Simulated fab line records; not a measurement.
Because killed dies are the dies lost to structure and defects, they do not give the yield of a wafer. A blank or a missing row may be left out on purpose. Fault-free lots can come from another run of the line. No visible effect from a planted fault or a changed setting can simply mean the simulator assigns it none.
Problem report, 8D (eight disciplines) form, completed by code / flow n5 finfet / the parts of the form that need people (team, actions taken, sign-off) are left out

## 1. THE PROBLEM
Mean of killed_at_M4_up at N5_PASSIVATION_PROBE_49: 1037 across 6 wafers in 2 lots; on wafers with no fault it is 13 (standard deviation 4.6). That is +99 or more standard deviations from the usual mean.
The first sign was on wafer L112.1 at day 12 22:01, on prober-01. The record has a number at this step for 17 wafers belonging to 6 lots. Rule for "out" (also "out of limits"): further than 4 standard deviations from the usual mean. Any other wafer with a number is counted as sound.

## 2. WHAT IT IS; WHAT IT IS NOT
question=which readings at this step | is=killed_at_M4_up, defect limited yield, killed dies, killed on rim, sort n pass, sort yield pct | is not=killed at contacts, killed at other, killed open, killed short, sort_bin_8_speed
question=which lots | is=L112, L113 | is not=L108, L110, L123, L124
question=which wafers of those lots | is=all that have a number | is not=-
question=read on which tools | is=prober-01, prober-02 | is not=-
question=when | is=from day 12 22:01 | is not=up to then (6 sound wafers); but 5 sound wafers of L123, L124 came after

## 3. THE SUSPECTS, EACH WITH WHAT RULES IT OUT
Counting: a tool at a process step up to the reading stays a suspect if it ran every lot that is out and no sound lot after the first of them.
- euv scanner-01 at N5_BEOL_M5_EXPOSE_25 (exposes mask V4, defocus 10 nm): ruled out as a lasting fault. After its first lot that is out, L112 (day 8 21:21), sound lots L123, L124 ran on it.
Left after counting: nothing in the record.

## 4. THE CAUSE (what the simulator had put in)
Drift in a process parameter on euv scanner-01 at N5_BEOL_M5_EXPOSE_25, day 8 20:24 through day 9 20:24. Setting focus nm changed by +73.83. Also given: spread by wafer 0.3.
It was ruled out by counting, in error; the rule expects a fault to strike all lots run on its tool from its start on, and this fault did not.

## 5. THE EFFECT CHAIN, in route order
One row per reading whose mean, taken over the struck wafers that have a number, lies over 3 standard deviations from the usual. Only readings for which the record gives a usual standard deviation are gone through. hours: the time from each lot's start at the first step in this table that gives one to its start at this step, as a median over the lots. sigmas: the change in usual standard deviations.
hours=0; step=N5_PASSIVATION_PROBE_49; reading=defect limited yield; usual=91.4 %; on struck wafers=4.7; change=-86.7; sigmas=-62
hours=0; step=N5_PASSIVATION_PROBE_49; reading=killed_at_M4_up; usual=13; on struck wafers=1037; change=+1024; sigmas=+99 or more
hours=0; step=N5_PASSIVATION_PROBE_49; reading=killed dies; usual=102; on struck wafers=1125; change=+1023; sigmas=+64
hours=0; step=N5_PASSIVATION_PROBE_49; reading=killed on rim; usual=13; on struck wafers=146; change=+133; sigmas=+32
hours=0; step=N5_PASSIVATION_PROBE_49; reading=sort_bin_5_function; usual=5.1 %; on struck wafers=12.1; change=+7.0; sigmas=+7.9
hours=0; step=N5_PASSIVATION_PROBE_49; reading=sort_bin_6_memory; usual=3.2 %; on struck wafers=5.6; change=+2.4; sigmas=+3.9
hours=0; step=N5_PASSIVATION_PROBE_49; reading=sort n pass; usual=1078; on struck wafers=55; change=-1023; sigmas=-64
hours=0; step=N5_PASSIVATION_PROBE_49; reading=sort yield pct; usual=91.3 %; on struck wafers=4.7; change=-86.6; sigmas=-62
Here are the process steps it includes:
- N5_PASSIVATION_PROBE_49

## 6. WHAT WOULD HAVE CAUGHT IT SOONER
98 hours passed between the start of the fault at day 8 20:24 and the first reading out of limits in this record, taken at day 12 22:01.
Of the tool readings at N5_BEOL_M5_EXPOSE_25 for which the record gives a usual standard deviation, none was out on any struck wafer, so an alarm limit of 4 standard deviations on them would not have fired.
